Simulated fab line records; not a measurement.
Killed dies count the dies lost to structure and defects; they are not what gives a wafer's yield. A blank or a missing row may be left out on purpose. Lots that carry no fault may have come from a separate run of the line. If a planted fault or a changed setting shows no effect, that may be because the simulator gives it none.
Check for tools in common | flow nandHarc | Sampled: 14 lots, 48 wafers

== WHY IT WAS OPENED ==
On 2 of the 14 lots, a flag is raised at NHARC_P_GATE_INSPECT_68 on the reading rawDefectCount. Wafers without a fault read 207, standard deviation 88.
Rule: flag the lot when none of its wafers has a number, or when each of its wafers that has one lies beyond 4 standard deviations from that mean. The rest of the lots are taken to be sound.

lot  | measured     | on               | rawDefectCount, wafer by wafer | flag
L333 | day 6 03:44  | defectInspect-01 | 193 168 147                    | 
L334 | day 6 06:14  | defectInspect-01 | 163 136 179                    | 
L335 | day 6 15:48  | defectInspect-01 | 141 357 197                    | 
L342 | day 10 00:05 | defectInspect-02 | 1509 1309 1399 1489 1304 1430  | FLAGGED
L344 | day 10 11:24 | defectInspect-02 | 1339 1232 1358 1340 1209 1356  | FLAGGED
L348 | day 11 20:06 | defectInspect-02 | 273 332 233                    | 
L347 | day 11 20:22 | defectInspect-01 | 279 152 322                    | 
L349 | day 12 16:12 | defectInspect-01 | 103 113 129                    | 
L351 | day 13 06:12 | defectInspect-02 | 306 353 197                    | 
L352 | day 13 16:58 | defectInspect-02 | 148 108 161                    | 
L353 | day 14 10:58 | defectInspect-02 | 160 107 148                    | 
L354 | day 14 12:05 | defectInspect-02 | 329 480 397                    | 
L355 | day 14 22:25 | defectInspect-01 | 250 201 221                    | 
L356 | day 15 17:06 | defectInspect-01 | 191 368 95                     | 
Average over the flagged lots: 1356; offset from the usual +1149, equal to +13 standard deviations.

== WHICH TOOL RAN EACH LOT ==
The record holds 3 process steps before the reading, out of a route of 1302 steps. Every cell lists first the tool, next ch and the chambers used by the sampled wafers, and last the start.
lot  | flag    | NHARC_P_GATE_STRIP_111              | NHARC_P_GATE_STRIP_76               | NHARC_P_GATE_SPUTTER_79
L333 |         | plasmaAsher-02 ch 0,1, day 5 21:47  | plasmaAsher-01 ch 0,1, day 5 23:45  | pvdSputter-02, day 6 02:57
L334 |         | plasmaAsher-02 ch 0,1, day 6 00:28  | plasmaAsher-02 ch 0,1, day 6 02:24  | pvdSputter-02, day 6 05:28
L335 |         | plasmaAsher-01 ch 0,1, day 6 09:54  | plasmaAsher-02 ch 0,1, day 6 11:49  | pvdSputter-03, day 6 15:00
L342 | FLAGGED | plasmaAsher-01 ch 0,1, day 9 18:23  | plasmaAsher-02 ch 0,1, day 9 20:15  | pvdSputter-03, day 9 23:20
L344 | FLAGGED | plasmaAsher-01 ch 0,1, day 10 05:38 | plasmaAsher-02 ch 0,1, day 10 07:35 | pvdSputter-03, day 10 10:38
L348 |         | plasmaAsher-01 ch 0,1, day 11 13:51 | plasmaAsher-02 ch 1, day 11 15:53   | pvdSputter-02, day 11 19:20
L347 |         | plasmaAsher-02 ch 0,1, day 11 14:22 | plasmaAsher-02 ch 0,1, day 11 16:13 | pvdSputter-02, day 11 19:34
L349 |         | plasmaAsher-01 ch 0,1, day 12 10:28 | plasmaAsher-01 ch 0,1, day 12 12:21 | pvdSputter-02, day 12 15:25
L351 |         | plasmaAsher-02 ch 0,1, day 13 00:19 | plasmaAsher-01 ch 0,1, day 13 02:13 | pvdSputter-01, day 13 05:26
L352 |         | plasmaAsher-02 ch 0,1, day 13 10:58 | plasmaAsher-01 ch 0,1, day 13 12:59 | pvdSputter-01, day 13 16:12
L353 |         | plasmaAsher-02 ch 0,1, day 14 05:08 | plasmaAsher-01 ch 0,1, day 14 06:59 | pvdSputter-03, day 14 10:11
L354 |         | plasmaAsher-01 ch 0,1, day 14 06:13 | plasmaAsher-02 ch 0,1, day 14 08:07 | pvdSputter-02, day 14 11:19
L355 |         | plasmaAsher-02 ch 0,1, day 14 16:27 | plasmaAsher-01 ch 0,1, day 14 18:25 | pvdSputter-02, day 14 21:38
L356 |         | plasmaAsher-02 ch 0,1, day 15 10:46 | plasmaAsher-02 ch 0,1, day 15 12:45 | pvdSputter-02, day 15 16:20
What the steps here do:
- NHARC_P_GATE_STRIP_111: strips in N2/H2, time 250 s.
- NHARC_P_GATE_STRIP_76: strips in O2.
- NHARC_P_GATE_SPUTTER_79: material TiN, target thk 10 nm.
- NHARC_P_GATE_INSPECT_68

== FLAGGED AGAINST TOTAL, ONE TOOL AT A TIME (gauges that did the reading follow at the end) ==
step                    | tool             | lots run | flagged | share of the flagged lots | sound lots run after its first flagged lot
NHARC_P_GATE_STRIP_111  | plasmaAsher-01   | 6        | 2       | all                       | 3 (L348,L349,L354)
NHARC_P_GATE_STRIP_111  | plasmaAsher-02   | 8        | 0       | none                      | -
NHARC_P_GATE_STRIP_76   | plasmaAsher-01   | 6        | 0       | none                      | -
NHARC_P_GATE_STRIP_76   | plasmaAsher-02   | 8        | 2       | all                       | 4 (L348,L347,L354,L356)
NHARC_P_GATE_SPUTTER_79 | pvdSputter-01    | 2        | 0       | none                      | -
NHARC_P_GATE_SPUTTER_79 | pvdSputter-02    | 8        | 0       | none                      | -
NHARC_P_GATE_SPUTTER_79 | pvdSputter-03    | 4        | 2       | all                       | 1 (L353)
NHARC_P_GATE_INSPECT_68 | defectInspect-01 | 7        | 0       | none                      | -
NHARC_P_GATE_INSPECT_68 | defectInspect-02 | 7        | 2       | all                       | 5 (L348,L351,L352,L353,L354)

== THE TABLE: WHAT IT ALLOWS ==
4 rows of the table ran every flagged lot: plasmaAsher-01 at NHARC_P_GATE_STRIP_111, plasmaAsher-02 at NHARC_P_GATE_STRIP_76, pvdSputter-03 at NHARC_P_GATE_SPUTTER_79, defectInspect-02 at NHARC_P_GATE_INSPECT_68.
- plasmaAsher-01 at NHARC_P_GATE_STRIP_111 ran 6 lots, 2 of them flagged. Sound lots ran on it after the first flagged one (L348, L349, L354), which a lasting fault on the whole tool wouldn't allow.
- plasmaAsher-02 at NHARC_P_GATE_STRIP_76 ran 8 lots, 2 of them flagged. Sound lots ran on it after the first flagged one (L348, L347, L354, L356), which a lasting fault on the whole tool wouldn't allow.
- pvdSputter-03 at NHARC_P_GATE_SPUTTER_79 ran 4 lots, 2 of them flagged. Sound lots ran on it after the first flagged one (L353), which a lasting fault on the whole tool wouldn't allow.
- defectInspect-02 at NHARC_P_GATE_INSPECT_68 ran 7 lots, 2 of them flagged. Sound lots ran on it after the first flagged one (L348, L351, L352, L353, L354), which a lasting fault on the whole tool wouldn't allow.
There is no row in the table that ran each flagged lot and no sound lot after the first.

== WHAT THE SIMULATOR HAD PUT IN ==
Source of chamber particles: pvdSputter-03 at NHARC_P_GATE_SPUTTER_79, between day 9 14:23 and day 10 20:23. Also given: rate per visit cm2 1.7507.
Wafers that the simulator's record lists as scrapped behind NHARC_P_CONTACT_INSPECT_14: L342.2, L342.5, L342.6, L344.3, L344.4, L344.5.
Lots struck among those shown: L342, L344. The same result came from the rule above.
